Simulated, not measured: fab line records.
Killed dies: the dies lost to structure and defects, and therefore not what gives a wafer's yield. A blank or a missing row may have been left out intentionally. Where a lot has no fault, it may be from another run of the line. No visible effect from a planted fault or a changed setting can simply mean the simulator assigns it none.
Split-lot experiment + flow n5 finfet + on a route of 1938 steps: 7 lots, 39 wafers read

== ABOUT THE SPLIT ==
At N5_DUMMY_GATE_HM_DEP_06 (deposits SiNx from DCS/NH3, target thk 80 nm, time 5141 s), the setting time s was moved away from the recipe's 5141 s on 30 of the 39 wafers read, by -9.4% to +13.8%. This setting was run at the recipe's value on the other wafers.

The reading comes from the split's own step.

== THE READING ==
SiNx_of_DUMMY_GATE_HM_DEP_06.thk nm (the simulator's own value, which no gauge read), in nm, at N5_DUMMY_GATE_HM_DEP_06 (deposits SiNx from DCS/NH3, target thk 80 nm, time 5141 s). There is no usual value for it anywhere in the file. The 9 wafers here that ran the recipe average 80.3 nm, standard deviation 0.54 nm.

| wafer  | tool, chamber at the split | time s as run, s | against the recipe | SiNx_of_DUMMY_GATE_HM_DEP_06.thk nm, nm | against lot-mates on the recipe |
|--------|----------------------------|------------------|--------------------|-----------------------------------------|---------------------------------|
| L075.1 | -, -                       | 5852             | +13.8%             | 90.8                                    | no lot-mate on the recipe       |
| L075.6 | -, -                       | 5852             | +13.8%             | 90.8                                    | no lot-mate on the recipe       |
| L075.2 | -, -                       | 5852             | +13.8%             | 91.2                                    | no lot-mate on the recipe       |
| L075.3 | -, -                       | 5852             | +13.8%             | 91.6                                    | no lot-mate on the recipe       |
| L075.4 | -, -                       | 5852             | +13.8%             | 90                                      | no lot-mate on the recipe       |
| L075.5 | -, -                       | 5852             | +13.8%             | 91.4                                    | no lot-mate on the recipe       |
| L081.1 | -, -                       | 5141             | recipe             | 79.8                                    | -                               |
| L081.2 | -, -                       | 5141             | recipe             | 79.8                                    | -                               |
| L081.3 | -, -                       | 5141             | recipe             | 79.8                                    | -                               |
| L081.4 | -, -                       | 5141             | recipe             | 79.8                                    | -                               |
| L081.5 | -, -                       | 5141             | recipe             | 80.2                                    | -                               |
| L081.6 | -, -                       | 5141             | recipe             | 80                                      | -                               |
| L084.1 | -, -                       | 4656             | -9.4%              | 72.8                                    | no lot-mate on the recipe       |
| L084.2 | -, -                       | 4656             | -9.4%              | 72.8                                    | no lot-mate on the recipe       |
| L084.3 | -, -                       | 4656             | -9.4%              | 73                                      | no lot-mate on the recipe       |
| L084.4 | -, -                       | 4656             | -9.4%              | 72.4                                    | no lot-mate on the recipe       |
| L084.5 | -, -                       | 4656             | -9.4%              | 72.4                                    | no lot-mate on the recipe       |
| L084.6 | -, -                       | 4656             | -9.4%              | 72.6                                    | no lot-mate on the recipe       |
| L087.1 | -, -                       | 5475             | +6.5%              | 84.6                                    | no lot-mate on the recipe       |
| L087.2 | -, -                       | 5475             | +6.5%              | 84.6                                    | no lot-mate on the recipe       |
| L087.6 | -, -                       | 5475             | +6.5%              | 84.6                                    | no lot-mate on the recipe       |
| L087.3 | -, -                       | 5475             | +6.5%              | 84.8                                    | no lot-mate on the recipe       |
| L087.4 | -, -                       | 5475             | +6.5%              | 84.8                                    | no lot-mate on the recipe       |
| L087.5 | -, -                       | 5475             | +6.5%              | 84                                      | no lot-mate on the recipe       |
| L090.1 | -, -                       | 5363             | +4.3%              | 83.4                                    | no lot-mate on the recipe       |
| L090.2 | -, -                       | 5363             | +4.3%              | 82.2                                    | no lot-mate on the recipe       |
| L090.3 | -, -                       | 5363             | +4.3%              | 83                                      | no lot-mate on the recipe       |
| L090.5 | -, -                       | 5363             | +4.3%              | 83                                      | no lot-mate on the recipe       |
| L090.4 | -, -                       | 5363             | +4.3%              | 83.2                                    | no lot-mate on the recipe       |
| L090.6 | -, -                       | 5363             | +4.3%              | 82.6                                    | no lot-mate on the recipe       |
| L093.1 | lpcvd-01, 1/90             | 5141             | recipe             | 81.2                                    | -                               |
| L093.3 | lpcvd-01, 1/100            | 5141             | recipe             | 81                                      | -                               |
| L093.6 | lpcvd-01, 1/114            | 5141             | recipe             | 80.8                                    | -                               |
| L096.1 | -, -                       | 4905             | -4.6%              | 76.2                                    | no lot-mate on the recipe       |
| L096.2 | -, -                       | 4905             | -4.6%              | 77                                      | no lot-mate on the recipe       |
| L096.3 | -, -                       | 4905             | -4.6%              | 75.8                                    | no lot-mate on the recipe       |
| L096.4 | -, -                       | 4905             | -4.6%              | 76.8                                    | no lot-mate on the recipe       |
| L096.5 | -, -                       | 4905             | -4.6%              | 76.8                                    | no lot-mate on the recipe       |
| L096.6 | -, -                       | 4905             | -4.6%              | 76.8                                    | no lot-mate on the recipe       |

THE FIT
A straight line over all 39 wafers: SiNx_of_DUMMY_GATE_HM_DEP_06.thk nm changes by +0.77 nm for each +1% of time s; r = +1.00; the points scatter about the line by 0.53 nm.
Too few moved wafers with a lot-mate on the recipe to fit a line net of each lot's own level.

== FILE'S OWN FIT ==
SiNx_of_DUMMY_GATE_HM_DEP_06.thk nm changes by +0.77 nm for each +1% of time s, r = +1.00.
